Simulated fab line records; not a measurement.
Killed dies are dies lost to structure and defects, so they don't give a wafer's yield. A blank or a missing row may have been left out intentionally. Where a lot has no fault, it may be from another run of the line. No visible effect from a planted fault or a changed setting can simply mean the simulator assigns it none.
fab line records	flow n5-finfet
record lots=7	wafers=21
route steps=1938 shown BEOL_M2@857 BEOL_M3@934 BEOL_M4@1070 BEOL_M5@1116 BEOL_M6@1239 BEOL_M7@1299
start-h: start of the lot's first displayed wafer, in hours after the record's first day	wait-h: how many hours have passed since the lot's step before this one	" unchanged from the row above	L1.1+2: several wafers, shown together as one row	- no value, or no start was given	* or withheld: withheld	< > ~ a bound
route shown NAME@n: a module of which the file shows steps, and the number in the route of the first	usual: mean and standard deviation over wafers with no fault	same: alike in all rows	chamber/n: place in a boat	sites: the reading at each site	_std_site: the standard deviation of these	_edge_site: the outer-site mean with the inner-site mean subtracted	radius-mm: how far each site lies from the wafer's centre	mask NAME#n: copy n	behind: the tool/chamber that last shaped the wafer	hold: the reason the lot was held/the length of the hold in hours/how it ended	device: names the non-switching transistor (n, p or np)	end of line: the same wafers' tests at the end of the route	a step given without rows: its recipe and nothing more	killed: dies lost to structure and defects at the first sort, not the wafer's yield	map: shows each die of a wafer: x if killed, . if not, _ if none is there
set.NAME: the run value of the setting; set.NAME@STEP: its run value at that earlier step	model.NAME: the simulator's own value behind a step, which no gauge read
lots run with intentionally changed settings; tables by step, rows by wafer
## steps
# step N5_BEOL_M2_DESCUM_16
# recipe chemistry=O2	time-s=7	source-power-w=50	bias-power-w=20	pressure-mtorr=20	rf-frequency-hz=2.712e+07	temp-c=40	resist=CAR-EUV	o2-flow-sccm=225
lot.wafer	tool	chamber	start-h	wait-h	set.time-s	model.CAR-EUV_of_BEOL_M2_COAT_05.thk-nm
L074.1+2	rie-diel-06	2,3	151.43	0.2	7	26
L074.3	"	1	"	"	7	26.2
L076.1+5+6	rie-diel-05	1,0,3	153.67	0.5	7	26
L080.2	rie-diel-01	2	173.75	0.0	7	26
L080.4	"	2	"	"	8.547	25.4
L080.5	"	3	"	"	8.547	25.2
L090.2+3+4	rie-diel-05	2,3,0	226.44	0.1	7	26
L089.2+4+6	rie-diel-06	1,0,2	227.02	0.0	7	26
L092.1+6	rie-diel-05	1,3	241.80	0.0	7	26
L092.2	"	3	"	"	7	26.2
L093.2	rie-diel-05	0	250.79	0.0	8.064	25.6
L093.3	"	1	"	"	7	26.2
L093.6	"	0	"	"	7	26
# step N5_BEOL_M2_ETCH_74
# recipe chemistry=N2/H2	target=underlayer	target-depth-a=65	mask-material=CAR-EUV	time-s=5.2	ion-energy-ev=200	pressure-mtorr=30	source-w=840	bias-w=150	n2-flow-sccm=200	h2-flow-sccm=200	ends=cleared
lot.wafer	tool	chamber	start-h	wait-h	set.dose-mj@BEOL_M2_EXPOSE_08	model.BEOL_M2.cd-offset-nm
L074.1+2	rie-diel-06	2,3	151.46	0.0	41.25	0.2
L074.3	"	1	"	"	41.25	0
L076.1	rie-diel-05	1	153.70	0.0	41.25	0.2
L076.5	"	0	"	"	39.63	-0.8
L076.6	"	3	"	"	39.63	-1
L080.2	rie-diel-01	2	173.79	0.0	41.25	0
L080.4	"	2	"	"	44.2	1.4
L080.5	"	3	"	"	44.2	1.6
L090.2	rie-diel-05	2	226.47	0.0	41.25	0.2
L090.3	"	3	"	"	41.25	-0.2
L090.4	"	0	"	"	41.25	0
L089.2+6	rie-diel-06	1,2	227.05	0.0	41.25	-0.2
L089.4	"	0	"	"	41.25	0.2
L092.1	rie-diel-05	1	241.83	0.0	41.25	0
L092.2	"	3	"	"	40.34	-0.2
L092.6	"	3	"	"	41.25	0.2
L093.2+6	rie-diel-05	0	250.83	0.0	39.44	-1
L093.3	"	1	"	"	39.44	-0.8
# step N5_BEOL_M2_ETCH_63
# recipe chemistry=CF4	target=SiARC	target-depth-a=156	mask-material=CAR-EUV	time-s=26	ion-energy-ev=80	pressure-mtorr=40	source-w=545	bias-w=36	Ar_flow_sccm=100	cf4-flow-sccm=100	ends=cleared
lot.wafer	tool	chamber	start-h	wait-h	set.dose-mj@BEOL_M2_EXPOSE_08	model.BEOL_M2.cd-offset-nm
L074.1+3	rie-diel-06	2,1	151.48	0.0	41.25	0
L074.2	"	3	"	"	41.25	0.2
L076.1	rie-diel-05	1	153.72	0.0	41.25	0.2
L076.5	"	0	"	"	39.63	-0.6
L076.6	"	3	"	"	39.63	-1
L080.2	rie-diel-01	2	173.80	0.0	41.25	0
L080.4	"	2	"	"	44.2	1.4
L080.5	"	3	"	"	44.2	1.6
L090.2	rie-diel-05	2	226.49	0.0	41.25	0.2
L090.3+4	"	3,0	"	"	41.25	0
L089.2+6	rie-diel-06	1,2	227.07	0.0	41.25	-0.2
L089.4	"	0	"	"	41.25	0.4
L092.1	rie-diel-05	1	241.85	0.0	41.25	0
L092.2	"	3	"	"	40.34	-0.2
L092.6	"	3	"	"	41.25	0.2
L093.2+6	rie-diel-05	0	250.84	0.0	39.44	-1
L093.3	"	1	"	"	39.44	-0.8
# step N5_BEOL_M3_HM_DEP_02
# recipe material=TiN	target-thk-a=200	temp-c=25	chamber-pressure-pa=0.49996
lot.wafer	tool	chamber	start-h	wait-h	set.target-thk-a	model.TiN_of_BEOL_M3_HM_DEP_02.thk-nm
L074.1	pvd-sputter-02	-	161.25	2.8	200	20
L074.2	"	-	"	"	200	20.2
L074.3	"	-	"	"	215	21.6
L076.1	pvd-sputter-03	-	162.41	0.2	200	20.4
L076.5+6	"	-	"	"	200	20.2
L080.2	pvd-sputter-03	-	182.05	1.5	226.9	22.6
L080.4	"	-	"	"	226.9	23
L080.5	"	-	"	"	200	20.4
L090.2+3+4	pvd-sputter-02	-	235.24	2.7	200	20.6
L089.2	pvd-sputter-02	-	236.55	0.0	200	20
L089.4	"	-	"	"	200	19.8
L089.6	"	-	"	"	200	19.6
L092.1	pvd-sputter-02	-	252.99	1.6	192.5	19.6
L092.2+6	"	-	"	"	200	20
L093.2	pvd-sputter-03	-	259.68	0.1	200	20.6
L093.3	"	-	"	"	200	20.4
L093.6	"	-	"	"	180.2	18.6
# step N5_BEOL_M3_COAT_61
# recipe resist=SOC	temp-c=250	time-s=60	spin-rpm=1500	resist-thk-nm=60
# step N5_BEOL_M3_COAT_62
# recipe resist=SiARC	temp-c=220	time-s=60	spin-rpm=1500	resist-thk-nm=12
# step N5_BEOL_M3_STRIP_75
# recipe chemistry=N2/H2	temp-c=40	n2-flow-sccm=200	h2-flow-sccm=200	rf-frequency-hz=6e+07
# step N5_BEOL_M3_STRIP_66
# recipe chemistry=CF4	resist=SiARC	power-w=300	bias-power-w=75	pressure-mtorr=50	cf4-flow-sccm=150	rf-frequency-hz=6e+07
# step N5_BEOL_M3_HM_OPEN_17
# recipe chemistry=Cl2/BCl3	target-depth-a=200	overetch-a=60	target=TiN	mask-material=SOC	ion-energy-ev=150	pressure-mtorr=10	icp-w=1000	bias-w=126	Cl2_flow_sccm=53.25	bcl3-flow-sccm=21.75	Ar_flow_sccm=25
lot.wafer	tool	chamber	start-h	wait-h	set.target-thk-a@BEOL_M3_HM_DEP_02	model.etch.depth-nm
L074.1	rie-metal-02	0	162.22	0.0	200	19.97
L074.2	"	1	"	"	200	20.21
L074.3	"	1	"	"	215	21.61
L076.1	rie-metal-01	1	163.30	0.0	200	20.38
L076.5	"	0	"	"	200	20.12
L076.6	"	1	"	"	200	20.18
L080.2	rie-metal-01	1	182.81	0.0	226.9	22.69
L080.4	"	0	"	"	226.9	23.08
L080.5	"	0	"	"	200	20.33
L090.2	rie-metal-03	1	236.00	0.0	200	20.65
L090.3	"	0	"	"	200	20.67
L090.4	"	1	"	"	200	20.57
L089.2	rie-metal-03	1	237.45	0.0	200	19.94
L089.4	"	1	"	"	200	19.78
L089.6	"	0	"	"	200	19.68
L092.1	rie-metal-02	1	253.90	0.0	192.5	19.52
L092.2	"	0	"	"	200	19.96
L092.6	"	0	"	"	200	20.07
L093.2	rie-metal-03	1	260.44	0.0	200	20.58
L093.3	"	0	"	"	200	20.4
L093.6	"	0	"	"	180.2	18.59
# step N5_BEOL_M3_STRIP_19
# recipe chemistry=O2	power-w=400	temp-c=40	pressure-mtorr=30	rf-frequency-hz=6e+07	bias-power-w=0	overash-fraction=0.2	o2-flow-sccm=225
# step N5_BEOL_M3_STRIP_83
# recipe chemistry=C4F6/O2	resist=SiARC	rf-frequency-hz=6e+07
# step N5_BEOL_M3_STRIP_36
# recipe chemistry=N2/H2	power-w=450	temp-c=40	pressure-mtorr=20	rf-frequency-hz=6e+07	overash-fraction=0.3	bias-power-w=7	h2-frac=0.5	n2-flow-sccm=200	h2-flow-sccm=200
# step N5_BEOL_M3_TRENCH_ETCH_37
# recipe chemistry=C4F6/O2	target-depth-a=555.55	target=SiOC	time-s=29.2	ion-energy-ev=250	pressure-mtorr=30	source-w=355	bias-w=185	Ar_flow_sccm=300	C4F6_flow_sccm=10	O2_flow_sccm=10
lot.wafer	tool	chamber	start-h	wait-h	set.target-thk-a@BEOL_M3_HM_DEP_02	model.TiN_of_BEOL_M3_HM_DEP_02.thk-nm
L074.1	rie-diel-03	2	-	-	200	17.6
L074.2	"	1	"	"	200	17.8
L074.3	"	0	"	"	215	19.4
L076.1	rie-diel-04	2	-	-	200	18.2
L076.5+6	"	2,3	"	"	200	17.8
L080.2	rie-diel-02	3	-	-	226.9	20.2
L080.4	"	1	"	"	226.9	20.8
L080.5	"	0	"	"	200	18.2
L090.2+3+4	rie-diel-02	1,2,0	-	-	200	18.4
L089.2	rie-diel-02	0	-	-	200	17.8
L089.4+6	"	1	"	"	200	17.4
L092.1	rie-diel-02	0	-	-	192.5	17.2
L092.2+6	"	1,2	"	"	200	17.6
L093.2+3	rie-diel-02	2,1	-	-	200	18.2
L093.6	"	3	"	"	180.2	16.2
# step N5_BEOL_M4_TRENCH_ETCH_37
# recipe chemistry=C4F6/O2	target-depth-a=555.55	target=SiOC	time-s=29.2	ion-energy-ev=250	pressure-mtorr=30	source-w=355	bias-w=185	Ar_flow_sccm=300	C4F6_flow_sccm=10	O2_flow_sccm=10
# usual rf-vpp-V=661/10
lot.wafer	tool	chamber	start-h	wait-h	set.bias-w	rf-vpp-V
L074.1	rie-diel-01	2	-	-	200.8	712
L074.2	"	3	"	"	185	657
L074.3	"	0	"	"	185	663
L076.1	rie-diel-05	2	-	-	185	664
L076.5	"	1	"	"	185	663
L076.6	"	2	"	"	185	665
L080.2	rie-diel-01	0	-	-	185	663
L080.4	"	1	"	"	166.9	616
L080.5	"	2	"	"	166.9	617
L090.2	rie-diel-01	3	-	-	165.1	593
L090.3	"	0	"	"	185	664
L090.4	"	3	"	"	165.1	593
L089.2	rie-diel-05	0	-	-	185	674
L089.4	"	1	"	"	185	661
L089.6	"	3	"	"	185	645
L092.1	rie-diel-01	2	-	-	153.5	576
L092.2	"	0	"	"	185	662
L092.6	"	3	"	"	153.5	559
L093.2	rie-diel-01	1	-	-	168.1	618
L093.3	"	2	"	"	168.1	620
L093.6	"	2	"	"	185	668
# step N5_BEOL_M5_HM_DEP_02
# recipe material=TiN	target-thk-a=200	temp-c=25	chamber-pressure-pa=0.49996
lot.wafer	tool	chamber	start-h	wait-h	set.target-thk-a	model.TiN_of_BEOL_M5_HM_DEP_02.thk-nm
L074.1	pvd-sputter-02	-	185.30	0.9	180.2	18.6
L074.2	"	-	"	"	200	20.4
L074.3	"	-	"	"	180.2	18.4
L076.1+5	pvd-sputter-01	-	190.47	2.6	200	19.8
L076.6	"	-	"	"	179	17.8
L080.2+5	pvd-sputter-03	-	203.91	0.7	222.5	22.2
L080.4	"	-	"	"	222.5	22.6
L090.2	pvd-sputter-01	-	264.35	0.1	200	19.8
L090.3	"	-	"	"	173.7	17.2
L090.4	"	-	"	"	173.7	17
L089.2+4+6	pvd-sputter-01	-	265.55	0.7	200	20.2
L092.1+6	pvd-sputter-01	-	276.25	0.5	219	21.8
L092.2	"	-	"	"	200	19.8
L093.2	pvd-sputter-02	-	299.13	0.9	200	19.8
L093.3	"	-	"	"	187.9	18.8
L093.6	"	-	"	"	187.9	18.6
# step N5_BEOL_M5_COAT_59
# recipe resist=SOC	temp-c=250	time-s=60	spin-rpm=1500	resist-thk-nm=60
lot.wafer	tool	chamber	start-h	wait-h	set.temp-c
L074.1+3	litho-track-02	0	185.43	0.1	254.8
L074.2	"	0	"	"	250
L076.1+5+6	litho-track-01	0	190.60	0.1	250
L080.2+5	litho-track-02	0	204.04	0.1	250
L080.4	"	0	"	"	254.8
L090.2+3+4	litho-track-05	0	264.48	0.1	250
L089.2+4+6	litho-track-02	0	265.68	0.1	250
L092.1+2	litho-track-01	0	276.37	0.1	254
L092.6	"	0	"	"	250
L093.2	litho-track-02	0	299.25	0.1	250
L093.3+6	"	0	"	"	246.4
# step N5_BEOL_M5_COAT_60
# recipe resist=SiARC	temp-c=220	time-s=60	spin-rpm=1500	resist-thk-nm=12
# step N5_BEOL_M5_COAT_71
# recipe resist=underlayer	temp-c=205	time-s=60	spin-rpm=1500	resist-thk-nm=5
# step N5_BEOL_M5_STRIP_73
# recipe chemistry=N2/H2	temp-c=40	n2-flow-sccm=200	h2-flow-sccm=200	rf-frequency-hz=6e+07
# step N5_BEOL_M5_STRIP_64
# recipe chemistry=CF4	resist=SiARC	power-w=300	bias-power-w=75	pressure-mtorr=50	cf4-flow-sccm=150	rf-frequency-hz=6e+07
# step N5_BEOL_M5_HM_OPEN_17
# recipe chemistry=Cl2/BCl3	target-depth-a=200	overetch-a=60	target=TiN	mask-material=SOC	ion-energy-ev=150	pressure-mtorr=10	icp-w=1000	bias-w=126	Cl2_flow_sccm=53.25	bcl3-flow-sccm=21.75	Ar_flow_sccm=25
lot.wafer	tool	chamber	start-h	wait-h	set.target-thk-a@BEOL_M5_HM_DEP_02	model.etch.depth-nm
L074.1	rie-metal-01	0	186.06	0.0	180.2	18.65
L074.2	"	1	"	"	200	20.45
L074.3	"	0	"	"	180.2	18.41
L076.1	rie-metal-03	0	191.41	0.0	200	19.89
L076.5	"	0	"	"	200	19.81
L076.6	"	1	"	"	179	17.87
L080.2	rie-metal-03	1	204.71	0.0	222.5	22.23
L080.4	"	0	"	"	222.5	22.57
L080.5	"	1	"	"	222.5	22.25
L090.2	rie-metal-03	1	265.27	0.0	200	19.72
L090.3	"	0	"	"	173.7	17.15
L090.4	"	1	"	"	173.7	17.04
L089.2	rie-metal-02	0	266.44	0.0	200	20.16
L089.4	"	1	"	"	200	20.18
L089.6	"	0	"	"	200	20.24
L092.1	rie-metal-03	1	277.10	0.0	219	21.71
L092.2	"	0	"	"	200	19.78
L092.6	"	1	"	"	219	21.81
L093.2	rie-metal-01	0	300.01	0.0	200	19.88
L093.3	"	0	"	"	187.9	18.87
L093.6	"	1	"	"	187.9	18.69
# step N5_BEOL_M5_STRIP_19
# recipe chemistry=O2	power-w=400	temp-c=40	pressure-mtorr=30	rf-frequency-hz=6e+07	bias-power-w=0	overash-fraction=0.2	o2-flow-sccm=225
# step N5_BEOL_M5_STRIP_85
# recipe chemistry=C4F6/O2	resist=SiARC	rf-frequency-hz=6e+07
# step N5_BEOL_M5_STRIP_36
# recipe chemistry=N2/H2	power-w=450	temp-c=40	pressure-mtorr=20	rf-frequency-hz=6e+07	overash-fraction=0.3	bias-power-w=7	h2-frac=0.5	n2-flow-sccm=200	h2-flow-sccm=200
# step N5_BEOL_M5_TRENCH_ETCH_37
# recipe chemistry=C4F6/O2	target-depth-a=716.52	target=SiCOH_lowk	time-s=24.7	ion-energy-ev=250	pressure-mtorr=30	source-w=345	bias-w=185	Ar_flow_sccm=300	C4F6_flow_sccm=10	O2_flow_sccm=10
lot.wafer	tool	chamber	start-h	wait-h	set.target-thk-a@BEOL_M5_HM_DEP_02	model.TiN_of_BEOL_M5_HM_DEP_02.thk-nm
L074.1	rie-diel-03	1	-	-	180.2	16.6
L074.2	"	2	"	"	200	18.4
L074.3	"	0	"	"	180.2	16.4
L076.1+5	rie-diel-04	0	-	-	200	17.8
L076.6	"	3	"	"	179	15.8
L080.2+5	rie-diel-04	0,2	-	-	222.5	20.2
L080.4	"	3	"	"	222.5	20.4
L090.2	rie-diel-02	3	-	-	200	17.6
L090.3	"	1	"	"	173.7	15.2
L090.4	"	0	"	"	173.7	15
L089.2	rie-diel-04	1	-	-	200	18
L089.4+6	"	2,3	"	"	200	18.2
L092.1+6	rie-diel-02	1,2	-	-	219	19.6
L092.2	"	3	"	"	200	17.6
L093.2	rie-diel-02	2	-	-	200	17.8
L093.3	"	1	"	"	187.9	16.8
L093.6	"	3	"	"	187.9	16.6
# step N5_BEOL_M5_ETCH_41
# recipe chemistry=CH3F/O2	target=SiCN	target-depth-a=315	taper-deg=2	time-s=56.7	ion-energy-ev=120	mask-material=TiN	pressure-mtorr=30	source-w=395	bias-w=75	Ar_flow_sccm=150	CH3F_flow_sccm=30	O2_flow_sccm=20
# usual rf-vpp-V=297.1/1.5
lot.wafer	tool	chamber	start-h	wait-h	set.source-w	rf-vpp-V
L074.1	rie-diel-03	1	-	-	395	298.5
L074.2	"	2	"	"	395	297.3
L074.3	"	0	"	"	395	297.4
L076.1	rie-diel-04	0	-	-	346.9	307.0
L076.5	"	0	"	"	346.9	305.4
L076.6	"	3	"	"	395	296.8
L080.2	rie-diel-04	0	-	-	328.6	311.8
L080.4	"	3	"	"	395	296.9
L080.5	"	2	"	"	328.6	316.4
L090.2	rie-diel-02	3	-	-	330.8	314.4
L090.3	"	1	"	"	395	298.7
L090.4	"	0	"	"	330.8	317.2
L089.2	rie-diel-04	1	-	-	395	295.4
L089.4	"	2	"	"	395	296.7
L089.6	"	3	"	"	395	296.8
L092.1	rie-diel-02	1	-	-	441.1	288.0
L092.2	"	3	"	"	441.1	285.3
L092.6	"	2	"	"	395	299.4
L093.2	rie-diel-02	2	-	-	395	297.8
L093.3	"	1	"	"	395	297.4
L093.6	"	3	"	"	395	297.2
# step N5_BEOL_M6_TRENCH_ETCH_37
# recipe chemistry=C4F6/O2	target-depth-a=944.35	target=SiCOH_lowk	time-s=31.5	ion-energy-ev=250	pressure-mtorr=30	source-w=345	bias-w=185	Ar_flow_sccm=300	C4F6_flow_sccm=10	O2_flow_sccm=10
# usual rf-vpp-V=661/11
lot.wafer	tool	chamber	start-h	wait-h	set.bias-w	rf-vpp-V
L074.1	rie-diel-05	0	-	-	161.9	608
L074.2	"	2	"	"	185	665
L074.3	"	1	"	"	185	663
L076.1	rie-diel-05	1	-	-	156.9	581
L076.5	"	3	"	"	156.9	567
L076.6	"	0	"	"	156.9	593
L080.2	rie-diel-05	1	-	-	199.7	704
L080.4	"	2	"	"	185	664
L080.5	"	3	"	"	199.7	686
L090.2	rie-diel-01	2	-	-	185	669
L090.3	"	3	"	"	176.1	624
L090.4	"	0	"	"	176.1	638
L089.2	rie-diel-06	2	-	-	185	673
L089.4	"	3	"	"	185	649
L089.6	"	3	"	"	185	646
L092.1	rie-diel-05	2	-	-	185	664
L092.2	"	0	"	"	185	677
L092.6	"	0	"	"	185	675
L093.2	rie-diel-05	3	-	-	207.4	707
L093.3	"	1	"	"	185	661
L093.6	"	0	"	"	207.4	740
# step N5_BEOL_M7_DESCUM_33
# recipe chemistry=O2	time-s=7	source-power-w=50	bias-power-w=20	pressure-mtorr=20	rf-frequency-hz=2.712e+07	temp-c=40	resist=CAR-EUV	o2-flow-sccm=225
lot.wafer	tool	chamber	start-h	wait-h	set.time-s	model.CAR-EUV_of_BEOL_M7_COAT_22.thk-nm
L074.1+3	rie-diel-04	2,3	212.13	0.3	6.063	26.6
L074.2	"	0	"	"	7	26
L076.1+6	rie-diel-04	2	220.25	0.0	7	26.2
L076.5	"	3	"	"	8.036	25.6
L080.2+5	rie-diel-04	2,0	225.29	0.3	7	26
L080.4	"	2	"	"	7	26.2
L090.2+3+4	rie-diel-03	1,3,2	288.36	0.1	8.169	25.4
L092.1+2	rie-diel-04	1,2	298.84	0.0	8.424	25.4
L092.6	"	0	"	"	7	26
L089.2	rie-diel-02	3	299.19	0.3	7	25.8
L089.4+6	"	1	"	"	7	26
L093.2	rie-diel-02	3	324.62	0.2	7.815	25.6
L093.3	"	2	"	"	7.815	25.8
L093.6	"	0	"	"	7	26
# step N5_BEOL_M7_ETCH_72
# recipe chemistry=N2/H2	target=underlayer	target-depth-a=65	mask-material=CAR-EUV	time-s=5.2	ion-energy-ev=200	pressure-mtorr=30	source-w=840	bias-w=150	n2-flow-sccm=200	h2-flow-sccm=200	ends=cleared
lot.wafer	tool	chamber	start-h	wait-h	set.time-s@BEOL_M7_DESCUM_33	model.CAR-EUV_of_BEOL_M7_COAT_22.thk-nm
L074.1+3	rie-diel-04	2,3	212.16	0.0	6.063	20.8
L074.2	"	0	"	"	7	20.2
L076.1+6	rie-diel-04	2	220.28	0.0	7	20.4
L076.5	"	3	"	"	8.036	19.8
L080.2+4+5	rie-diel-04	2,2,0	225.32	0.0	7	20.4
L090.2+3+4	rie-diel-03	1,3,2	288.39	0.0	8.169	19.8
L092.1+2	rie-diel-04	1,2	298.88	0.0	8.424	19.8
L092.6	"	0	"	"	7	20.2
L089.2+4+6	rie-diel-02	3,1,1	299.22	0.0	7	20.2
L093.2+3	rie-diel-02	3,2	324.66	0.0	7.815	20
L093.6	"	0	"	"	7	20.2
# step N5_BEOL_M7_ETCH_41
# recipe chemistry=CH3F/O2	target=SiCN	target-depth-a=319	taper-deg=2	time-s=57.8	ion-energy-ev=120	mask-material=TiN	pressure-mtorr=30	source-w=395	bias-w=75	Ar_flow_sccm=150	CH3F_flow_sccm=30	O2_flow_sccm=20
# usual rf-vpp-V=297.1/1.5
lot.wafer	tool	chamber	start-h	wait-h	set.source-w	rf-vpp-V
L074.1	rie-diel-04	2	-	-	428.7	289.5
L074.2	"	0	"	"	395	295.2
L074.3	"	3	"	"	395	296.8
L076.1	rie-diel-04	2	-	-	412.9	293.5
L076.5	"	3	"	"	412.9	292.5
L076.6	"	2	"	"	395	296.8
L080.2	rie-diel-04	2	-	-	395	296.6
L080.4	"	2	"	"	395	297.9
L080.5	"	0	"	"	462.1	279.4
L090.2	rie-diel-03	1	-	-	395	299.0
L090.3	"	3	"	"	395	297.1
L090.4	"	2	"	"	395	297.5
L092.1	rie-diel-04	1	-	-	363.4	303.7
L092.2	"	2	"	"	395	297.5
L092.6	"	0	"	"	363.4	302.7
L089.2	rie-diel-02	3	-	-	395	295.3
L089.4	"	1	"	"	395	298.0
L089.6	"	1	"	"	395	298.9
L093.2	rie-diel-02	3	-	-	336.7	311.2
L093.3	"	2	"	"	395	298.1
L093.6	"	0	"	"	395	297.8
## key
split step=N5_BEOL_M2_DESCUM_16	setting=time-s	stated=7	by=wafer
response step=N5_BEOL_M2_DESCUM_16	reading=model.CAR-EUV_of_BEOL_M2_COAT_05.thk-nm	change=-0.0321	per=1%	r=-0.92
split step=N5_BEOL_M3_HM_DEP_02	setting=target-thk-a	stated=200	by=wafer
response step=N5_BEOL_M3_HM_DEP_02	reading=model.TiN_of_BEOL_M3_HM_DEP_02.thk-nm	change=+0.183	per=1%	r=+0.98
response step=N5_BEOL_M3_HM_OPEN_17	reading=model.etch.depth-nm	change=+0.19	per=1%	r=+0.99
response step=N5_BEOL_M3_TRENCH_ETCH_37	reading=model.TiN_of_BEOL_M3_HM_DEP_02.thk-nm	change=+0.186	per=1%	r=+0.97
split step=N5_BEOL_M4_TRENCH_ETCH_37	setting=bias-w	stated=185	by=wafer
response step=N5_BEOL_M4_TRENCH_ETCH_37	reading=rf-vpp-V	change=+5.66	per=1%	r=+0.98
split step=N5_BEOL_M5_HM_DEP_02	setting=target-thk-a	stated=200	by=wafer
response step=N5_BEOL_M5_HM_DEP_02	reading=model.TiN_of_BEOL_M5_HM_DEP_02.thk-nm	change=+0.199	per=1%	r=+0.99
response step=N5_BEOL_M5_HM_OPEN_17	reading=model.etch.depth-nm	change=+0.196	per=1%	r=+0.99
response step=N5_BEOL_M5_TRENCH_ETCH_37	reading=model.TiN_of_BEOL_M5_HM_DEP_02.thk-nm	change=+0.194	per=1%	r=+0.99
split step=N5_BEOL_M5_COAT_59	setting=temp-c	stated=250	by=wafer
response none clear
split step=N5_BEOL_M5_ETCH_41	setting=source-w	stated=395	by=wafer
response step=N5_BEOL_M5_ETCH_41	reading=rf-vpp-V	change=-0.999	per=1%	r=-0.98
split step=N5_BEOL_M6_TRENCH_ETCH_37	setting=bias-w	stated=185	by=wafer
response step=N5_BEOL_M6_TRENCH_ETCH_37	reading=rf-vpp-V	change=+4.84	per=1%	r=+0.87
split step=N5_BEOL_M7_DESCUM_33	setting=time-s	stated=7	by=wafer
response step=N5_BEOL_M7_DESCUM_33	reading=model.CAR-EUV_of_BEOL_M7_COAT_22.thk-nm	change=-0.0344	per=1%	r=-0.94
response step=N5_BEOL_M7_ETCH_72	reading=model.CAR-EUV_of_BEOL_M7_COAT_22.thk-nm	change=-0.0289	per=1%	r=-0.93
split step=N5_BEOL_M7_ETCH_41	setting=source-w	stated=395	by=wafer
response step=N5_BEOL_M7_ETCH_41	reading=rf-vpp-V	change=-0.929	per=1%	r=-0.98
split outside-this-file step=N5_BEOL_M2_EXPOSE_08 setting=dose-mj
# split outside-this-file: this setting was split too, and the file shows its column; the key of that split is in another file
